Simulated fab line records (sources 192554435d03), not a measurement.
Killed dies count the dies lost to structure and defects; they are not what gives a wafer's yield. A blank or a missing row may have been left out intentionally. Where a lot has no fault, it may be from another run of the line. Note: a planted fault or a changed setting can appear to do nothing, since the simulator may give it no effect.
fab line records	flow n5Finfet
[record] lots = 10	wafers = 30	lastDay = 17
route steps=1938 shown PASS1_DEP@1831 MIM_TOP@1835 MIM_TOP_ETCH@1851 MIM_BOT_ETCH@1869 TV_LITHO@1885 PASSIVATION@1936
lots untouched by any fault: they come from a run of this same line in which no faults occurred
startH: start of the lot's first displayed wafer, in hours after the record's first day	waitH: time in hours since the lot's previous step	" the same as in the row above	L1.1+2: a row that stands for several wafers	- no value, or no start given	* or withheld: withheld	< > ~ a bound
route shown NAME@n: NAME is a module with steps in the file, n the number in the route of the first one	usual: the fault-free wafers' mean and standard deviation	same: alike in all rows	chamber/n: place in a boat	sites: readings site by site	_std_site: the values' standard deviation	_edge_site: outer sites' mean less inner sites'	radiusMm: for every site, how far away it sits from the centre of the wafer	mask NAME#n: copy n	behind: the tool/chamber that last shaped the wafer	hold: why the lot went on hold/how many hours it stayed there/how the hold came to an end	device: whichever transistor did not switch (one of n, p or np)	end of line: the same wafers' tests at the end of the route	step lacking rows: just its recipe	killed: the dies lost at the first sort to structure and to defects; this is not the yield of the wafer	map: a wafer's dies, marking killed ones x, the rest . and places with no die _
set.NAME: the setting as run; set.NAME@STEP: as run at that earlier step	model.NAME: the simulator's own value behind a step, which no gauge read
one table for each step of the route and one row for each wafer, over a sample of lots
services: the hour from which a tool's chamber was out of use, counted from the record's first day as startH (under 0 if before that day), plus the number of hours and why
[[steps]]
[step N5_PASSIVATION_PECVD_00]
[recipe] material = SiO2	targetThkA = 2000	tempC = 400	precursor = SiH4/N2O	pressureTorr = 2.7	rfW = 608	timeS = 11.2
[usual] heaterPowerOuterW = 409/60	heaterPowerW = 674/70	showerheadPlenumPTorr = 8.18/0.082	throttleValvePct = 53.0/2.5
lot.wafer	tool	chamber	startH	waitH	heaterPowerOuterW	heaterPowerW	showerheadPlenumPTorr	throttleValvePct
L974.1	pecvd-03	0	250.45	0.8	368	635	8.37	55.1
L974.2	"	2	"	"	360	650	8.21	50.4
L974.4	"	1	"	"	377	641	8.20	54.6
L977.1	pecvd-02	1	270.29	0.8	500	776	8.21	53.4
L977.3	"	2	"	"	317	539	8.11	50.1
L977.5	"	0	"	"	463	721	8.16	53.7
L975.1	pecvd-02	0	272.03	0.8	418	693	8.13	53.7
L975.3	"	2	"	"	349	587	8.12	50.3
L975.5	"	2	"	"	357	585	8.13	50.3
L979.2	pecvd-02	1	278.27	0.7	492	737	8.22	53.9
L979.4	"	1	"	"	504	766	8.21	53.7
L979.5	"	2	"	"	295	498	8.10	49.9
L982.2	pecvd-03	2	288.36	0.7	325	600	8.19	50.8
L982.4	"	1	"	"	451	701	8.21	55.1
L982.6	"	2	"	"	346	611	8.21	50.5
L986.1	pecvd-03	0	329.65	0.8	393	652	8.38	55.3
L986.2	"	2	"	"	312	578	8.22	51.3
L986.5	"	1	"	"	422	680	8.21	55.0
L988.1	pecvd-02	1	341.40	0.8	414	686	8.20	53.6
L988.3	"	2	"	"	282	509	8.14	50.7
L988.4	"	1	"	"	419	690	8.20	53.7
L985.3	pecvd-03	1	342.97	0.5	366	593	8.22	54.9
L985.4	"	0	"	"	451	709	8.36	55.1
L985.6	"	2	"	"	290	542	8.21	51.3
L990.1	pecvd-02	0	364.94	0.8	403	660	8.15	53.5
L990.4	"	2	"	"	363	619	8.11	50.6
L990.5	"	0	"	"	416	682	8.13	53.8
L996.2	pecvd-03	2	394.79	0.7	381	675	8.21	51.6
L996.4	"	0	"	"	446	728	8.39	55.1
L996.5	"	0	"	"	444	734	8.35	55.3
[step N5_MIM_TOP_ALD_01]
[recipe] material = HfO2	targetThkA = 56	tempC = withheld	aldPrecursorFamily = Hf-amide	aldCoReactant = O3	pulseTimeS = 1	purgeTimeS = 3	coReactantPurgeTimeS = 2	coReactantPulseTimeS = 3	aldCycles = 62
[usual] precursorPulseHeightRel = 1.000/0.02
[same] purgeTimeS = 3
lot.wafer	tool	chamber	startH	waitH	precursorPulseHeightRel
L974.1	aldHk-01	1	-	-	1.001
L974.2	"	3	"	"	0.980
L974.4	"	2	"	"	0.961
L977.1	aldHk-03	2	-	-	1.002
L977.3	"	1	"	"	1.009
L977.5	"	2	"	"	0.982
L975.1	aldHk-03	0	-	-	0.998
L975.3	"	1	"	"	1.012
L975.5	"	2	"	"	1.019
L979.2	aldHk-01	3	-	-	0.985
L979.4	"	1	"	"	0.965
L979.5	"	0	"	"	1.015
L982.2	aldHk-03	3	-	-	0.989
L982.4	"	0	"	"	0.996
L982.6	"	2	"	"	1.022
L986.1	aldHk-03	3	-	-	1.015
L986.2	"	2	"	"	1.048
L986.5	"	0	"	"	1.023
L988.1	aldHk-01	0	-	-	1.001
L988.3	"	2	"	"	0.991
L988.4	"	3	"	"	1.013
L985.3	aldHk-02	0	-	-	0.966
L985.4	"	3	"	"	0.986
L985.6	"	3	"	"	0.985
L990.1	aldHk-03	1	-	-	0.980
L990.4	"	3	"	"	0.989
L990.5	"	2	"	"	0.987
L996.2	aldHk-03	1	-	-	1.020
L996.4	"	0	"	"	1.016
L996.5	"	0	"	"	1.000
[step N5_MIM_TOP_ETCH_ETCH_00]
[recipe] chemistry = Cl2/BCl3	target = TiN	targetDepthA = 385	ionEnergyEv = 150	pressureMtorr = 10	icpW = 1000	biasW = 126	Cl2_flow_sccm = 53.25	bcl3FlowSccm = 21.75	Ar_flow_sccm = 25
[usual] drypumpMotorCurrentA = 5.4/0.48	oesProductAu = 0.79/0.096	throttleValvePct = 22.78/0.25
lot.wafer	tool	chamber	startH	waitH	drypumpMotorCurrentA	oesProductAu	rfHoursCounterH	throttleValvePct
L974.1	rieMetal-02	1	254.18	0.1	5.6	0.62	118	22.85
L974.2	"	0	"	"	5.4	0.64	106	23.13
L974.4	"	0	"	"	5.4	0.64	-	23.12
L977.1	rieMetal-01	0	272.93	0.1	5.9	0.77	33	22.95
L977.3	"	0	"	"	5.9	0.76	-	22.95
L977.5	"	0	"	"	5.9	0.76	-	22.94
L975.1	rieMetal-01	0	275.75	0.1	5.9	0.77	34	22.96
L975.3	"	0	"	"	5.9	0.76	-	22.95
L975.5	"	0	"	"	5.9	0.76	-	22.94
L979.2	rieMetal-02	0	282.62	0.1	5.4	0.64	-	23.12
L979.4	"	0	"	"	5.4	0.63	-	23.15
L979.5	"	0	"	"	5.4	0.63	-	23.14
L982.2	rieMetal-02	0	291.65	0.1	5.4	0.63	-	23.12
L982.4	"	0	"	"	5.4	0.63	-	23.15
L982.6	"	0	"	"	5.4	0.63	-	23.13
L986.1	rieMetal-01	0	332.71	0.1	5.9	0.74	40	22.98
L986.2	"	1	"	"	5.1	0.83	25	22.80
L986.5	"	1	"	"	5.1	0.83	-	22.77
L988.1	rieMetal-03	1	344.03	0.1	4.8	0.81	34	22.58
L988.3	"	1	"	"	4.8	0.81	-	22.56
L988.4	"	1	"	"	4.8	0.81	-	22.57
L985.3	rieMetal-02	1	344.91	0.1	5.6	0.96	-	22.75
L985.4	"	1	"	"	5.6	0.95	-	22.76
L985.6	"	1	"	"	5.6	0.96	-	22.77
L990.1	rieMetal-01	0	367.44	0.1	5.9	0.73	44	22.97
L990.4	"	1	"	"	5.1	0.82	-	22.81
L990.5	"	1	"	"	5.1	0.82	-	22.82
L996.2	rieMetal-01	1	399.65	0.1	5.1	0.83	31	22.81
L996.4	"	1	"	"	5.1	0.82	-	22.80
L996.5	"	0	"	"	5.9	0.73	-	22.96
[step N5_MIM_BOT_ETCH_STRIP_01]
[recipe] chemistry = O2	powerW = 600	tempC = 60	pressureMtorr = 30	rfFrequencyHz = 6e+07	biasPowerW = 0	overashFraction = 0.5	o2FlowSccm = 225
[usual] biasPowerW = 0/0	chamberPressureMTorr = 30.00/0.077	drypumpMotorCurrentA = 5.7/0.51	oesProductAu = 0.80/0.071	rfVppV = 3.7/1.4	showerheadPlenumPTorr = 2.08/0.076	throttleValvePct = 16.66/0.24
lot.wafer	tool	chamber	startH	waitH	biasPowerW	chamberPressureMTorr	drypumpMotorCurrentA	oesProductAu	rfHoursCounterH	rfVppV	showerheadPlenumPTorr	throttleValvePct
L974.1	rieDiel-01	2	255.43	0.1	0	30.06	6.2	0.88	35	4.1	2.13	16.49
L974.2	"	1	"	"	0	29.94	5.0	0.69	207	2.6	2.02	17.30
L974.4	"	2	"	"	0	30.19	6.2	0.90	-	3.0	2.13	16.46
L977.1	rieDiel-06	2	274.14	0.1	0	29.94	5.5	0.71	238	1.4	2.15	17.21
L977.3	"	1	"	"	0	30.09	6.2	0.88	46	3.1	2.05	16.46
L977.5	"	0	"	"	0	30.05	5.8	0.81	-	5.8	2.22	16.51
L975.1	rieDiel-02	2	277.40	0.2	0	30.16	5.8	0.84	58	5.0	2.13	16.53
L975.3	"	3	"	"	0	29.97	6.1	0.87	42	3.8	2.03	16.59
L975.5	"	2	"	"	0	30.05	5.8	0.84	-	3.2	2.13	16.55
L979.2	rieDiel-01	0	283.97	0.2	0	30.16	4.7	0.68	243	5.1	2.05	16.63
L979.4	"	1	"	"	0	29.96	5.0	0.69	218	2.8	2.01	17.29
L979.5	"	0	"	"	0	30.08	4.7	0.70	-	3.2	2.05	16.64
L982.2	rieDiel-01	0	293.15	0.3	0	30.07	4.7	0.68	246	2.8	2.04	16.66
L982.4	"	2	"	"	0	30.04	6.2	0.86	50	2.9	2.12	16.53
L982.6	"	3	"	"	0	29.99	5.4	0.84	-	4.1	2.02	16.42
L986.1	rieDiel-06	0	333.75	0.1	0	29.98	5.7	0.78	110	2.4	2.21	16.60
L986.2	"	3	"	"	0	29.88	5.6	0.77	142	3.1	2.00	16.83
L986.5	"	3	"	"	0	29.98	5.6	0.76	-	3.4	2.00	16.82
L988.1	rieDiel-01	1	345.63	0.1	-	-	-	-	-	-	-	-
L988.3	"	0	"	"	-	-	-	-	-	-	-	-
L988.4	"	3	"	"	-	-	-	-	-	-	-	-
L985.3	rieDiel-06	3	346.55	0.2	-	-	-	-	-	-	-	-
L985.4	"	0	"	"	-	-	-	-	-	-	-	-
L985.6	"	3	"	"	-	-	-	-	-	-	-	-
L990.1	rieDiel-02	2	368.81	0.2	0	29.94	5.8	0.82	85	2.7	2.12	16.60
L990.4	"	0	"	"	0	29.89	5.5	0.79	105	4.4	2.21	16.67
L990.5	"	0	"	"	0	29.99	5.6	0.80	-	6.5	2.21	16.69
L996.2	rieDiel-02	0	401.80	0.1	0	29.90	5.5	0.79	115	3.6	2.21	16.76
L996.4	"	2	"	"	0	29.87	5.8	0.80	94	3.3	2.12	16.62
L996.5	"	2	"	"	0	29.87	5.8	0.79	-	3.9	2.12	16.66
[step N5_PASSIVATION_INSPECT_61]
[recipe] mode = adi	inspectInstrument = macro
[usual] rawDefectCount = 2.0/1.3
lot.wafer	tool	chamber	startH	waitH	rawDefectCount
L974.1	defectInspect-02	-	259.91	0.0	2
L974.2	"	-	"	"	3
L974.4	"	-	"	"	1
L977.1	defectInspect-01	-	275.22	0.0	2
L977.3	"	-	"	"	0
L977.5	"	-	"	"	1
L975.1	defectInspect-02	-	280.37	0.0	0
L975.3	"	-	"	"	5
L975.5	"	-	"	"	1
L979.2	defectInspect-02	-	285.15	0.0	2
L979.4	"	-	"	"	2
L979.5	"	-	"	"	2
L982.2	defectInspect-02	-	295.38	0.0	3
L982.4	"	-	"	"	4
L982.6	"	-	"	"	2
L986.1	defectInspect-02	-	335.01	0.0	2
L986.2	"	-	"	"	1
L986.5	"	-	"	"	2
L988.1	defectInspect-02	-	346.61	0.0	50
L988.3	"	-	"	"	44
L988.4	"	-	"	"	50
L985.3	defectInspect-02	-	349.04	0.0	45
L985.4	"	-	"	"	63
L985.6	"	-	"	"	47
L990.1	defectInspect-01	-	370.89	0.0	2
L990.4	"	-	"	"	2
L990.5	"	-	"	"	2
L996.2	defectInspect-01	-	402.92	0.0	1
L996.4	"	-	"	"	3
L996.5	"	-	"	"	4
[step N5_PASSIVATION_PROBE_49]
[usual] defectLimitedYield = 91.0/1.5	killed_at_M0_to_M3 = 34/11	killed_at_M4_up = 14/5.3	killedAtContacts = 13/7	killedAtFrontEnd = 41/13	killedAtOther = 4/3.1	killedDies = 106/17	killedOpen = 70/12	killedShort = 35/8	sort_bin_5_function = 5.2/0.98	sort_bin_6_memory = 3.4/0.69	sortNPass = 1074/17	sortYieldPct = 91.0/1.5
[same] grossDies = 1180	killedAtBackSide = 0	sort_bin_4_leakage[%] = 0	sort_bin_8_speed[%] = 0
lot.wafer	tool	chamber	startH	waitH	defectLimitedYield[%]	killed_at_M0_to_M3	killed_at_M4_up	killedAtContacts	killedAtFrontEnd	killedAtOther	killedDies	killedOpen	killedShort	sort_bin_5_function[%]	sort_bin_6_memory[%]	sortNPass	sortYieldPct[%]
L986.1	prober-02	-	341.91	0.0	91.4	31	12	10	43	6	102	69	33	5.3	3.1	1078	91.4
L986.2	prober-02	-	341.96	0.1	88.9	48	21	9	51	2	131	89	42	6.8	3.7	1049	88.9
L986.5	prober-02	-	342.11	0.2	91.8	23	20	6	43	5	97	55	39	4.8	3.0	1083	91.8
L988.1	prober-01	-	353.06	0.0	90.9	28	16	33	27	3	107	79	25	4.9	3.8	1073	90.9
L988.4	prober-01	-	353.21	0.2	88.8	38	26	9	58	1	132	88	42	7.0	3.8	1048	88.8
L985.3	prober-02	-	356.60	0.1	93.8	23	11	3	33	3	73	38	34	3.4	2.6	1107	93.8
L985.4	prober-02	-	356.65	0.2	92.0	35	11	12	33	3	94	62	32	4.6	3.2	1086	92.0
L985.6	prober-02	-	356.75	0.3	90.3	32	11	18	47	6	114	81	33	5.9	3.6	1066	90.3
// killed by level:class
L986.1 BEOL_M2:geometricParticle:open=13 FIN_SAQP:geometricParticle:open=8 STI_FIN_REVEAL:geometricParticle:open=8 MOL_CONTACT_COAG:geometricParticle:open=7 DUMMY_GATE:geometricParticle:open=6 FIN_SAQP:geometricParticle:short=5 BEOL_M2:geometricParticle:short=4 STARTING-WAFER:geometricParticle:short=4
L986.2 BEOL_M2:geometricParticle:open=12 FIN_SAQP:geometricParticle:short=11 BEOL_M1:geometricParticle:open=10 MOL_CONTACT_COAG:geometricParticle:open=9 BEOL_M4:geometricParticle:open=9 STI_FIN_REVEAL:geometricParticle:open=8 GATE_CUT:geometricParticle:short=7 GATE_CUT:geometricParticle:open=7
L986.5 FIN_SAQP:geometricParticle:short=9 STI_FIN_REVEAL:geometricParticle:open=8 BEOL_M4:geometricParticle:open=8 BEOL_M2:geometricParticle:open=7 MOL_CONTACT_COAG:geometricParticle:open=5 BEOL_M2:geometricParticle:short=4 BEOL_M3:geometricParticle:open=4 BEOL_M6:geometricParticle:open=4
L988.1 MOL_CONTACT_COAG:geometricParticle:open=27 BEOL_M4:geometricParticle:open=11 BEOL_M2:geometricParticle:open=8 BEOL_M1:geometricParticle:open=6 MOL_CONTACT_COAG:geometricParticle:short=6 BEOL_M3:geometricParticle:open=6 ILD0:geometricParticle:short=5 BEOL_M0_SAQP:geometricParticle:open=4
L988.4 FIN_SAQP:geometricParticle:open=20 BEOL_M4:geometricParticle:open=13 STI_FIN_REVEAL:geometricParticle:open=9 MOL_CONTACT_COAG:geometricParticle:open=8 BEOL_M0:geometricParticle:short=7 BEOL_M2:geometricParticle:open=7 FIN_SAQP:geometricParticle:short=6 DUMMY_GATE:geometricParticle:open=6
L985.3 DUMMY_GATE:geometricParticle:open=9 BEOL_M0_SAQP:geometricParticle:open=8 STARTING-WAFER:geometricParticle:short=6 FIN_SAQP:geometricParticle:short=4 BEOL_M0_SAQP:geometricParticle:short=4 BEOL_M2:geometricParticle:open=4 BEOL_M4:geometricParticle:open=4 DUMMY_GATE:geometricParticle:short=3
L985.4 BEOL_M2:geometricParticle:open=11 STI_FIN_REVEAL:geometricParticle:open=7 MOL_CONTACT_COAG:geometricParticle:open=7 GATE_CUT:geometricParticle:short=6 BEOL_M0_SAQP:geometricParticle:short=6 MOL_CONTACT_COAG:geometricParticle:short=5 BEOL_M1:geometricParticle:open=5 STARTING-WAFER:geometricParticle:open=5
L985.6 STI_FIN_REVEAL:geometricParticle:open=19 MOL_CONTACT_COAG:geometricParticle:open=15 BEOL_M3:geometricParticle:open=11 BEOL_M0_SAQP:geometricParticle:open=6 BEOL_M0_SAQP:geometricParticle:short=6 FIN_SAQP:geometricParticle:short=5 GATE_CUT:geometricParticle:short=5 STARTING-WAFER:geometricParticle:open=5
[[services]]
tool	chamber	startH	hours	kind
pecvd-03	0	232.59	2.1	scheduledDown
rieDiel-02	2	235.45	2.4	repair
rieDiel-01	3	246.14	18.9	repair
pecvd-02	0	253.03	5.5	scheduledDown
rieMetal-01	1	271.26	6.8	repair
rieMetal-03	0	273.61	97.5	repair
rieDiel-01	2	299.37	5.1	repair
aldHk-03	-	299.61	1.1	repair
rieDiel-01	-	311.59	0.2	repair
aldHk-02	-	314.82	2.5	repair
pecvd-03	-	343.35	14.6	pm
aldHk-03	-	343.62	2.5	repair
rieDiel-02	2	343.93	4.8	repair
pecvd-03	2	363.07	2.1	scheduledDown
rieDiel-02	2	363.16	1.3	repair
rieDiel-02	1	369.34	9.8	repair
pecvd-03	1	375.52	2.1	scheduledDown
rieDiel-06	3	380.46	6.0	repair
aldHk-03	-	382.19	0.8	repair
pecvd-03	1	383.62	-	clean
pecvd-03	1	383.62	-	consumableReplace:showerhead
pecvd-02	2	385.91	5.5	scheduledDown
rieMetal-01	0	399.87	6.2	repair
aldHk-03	-	400.57	1.8	repair
[[key]]
[firstSign] step = N5_MIM_BOT_ETCH_STRIP_01	reading = toolRecord	direction = missing
[effect] step = N5_PASSIVATION_INSPECT_61	reading = rawDefectCount	direction = up	sigmas = 37	usual = 2.0	struck = 49.8
metAt N5_MIM_BOT_ETCH_STRIP_01
struckLots L985,L988
notActingAt N5_PASSIVATION_PECVD_00,N5_MIM_TOP_ALD_01,N5_MIM_TOP_ETCH_ETCH_00
onsetBetween 333.75 345.63
[fault] kind = skippedStepWhole	tool = rieDiel-01,rieDiel-06	chamber = -	onsetH = 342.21	steps = N5_MIM_BOT_ETCH_STRIP_01	scope = struckLotsOnly
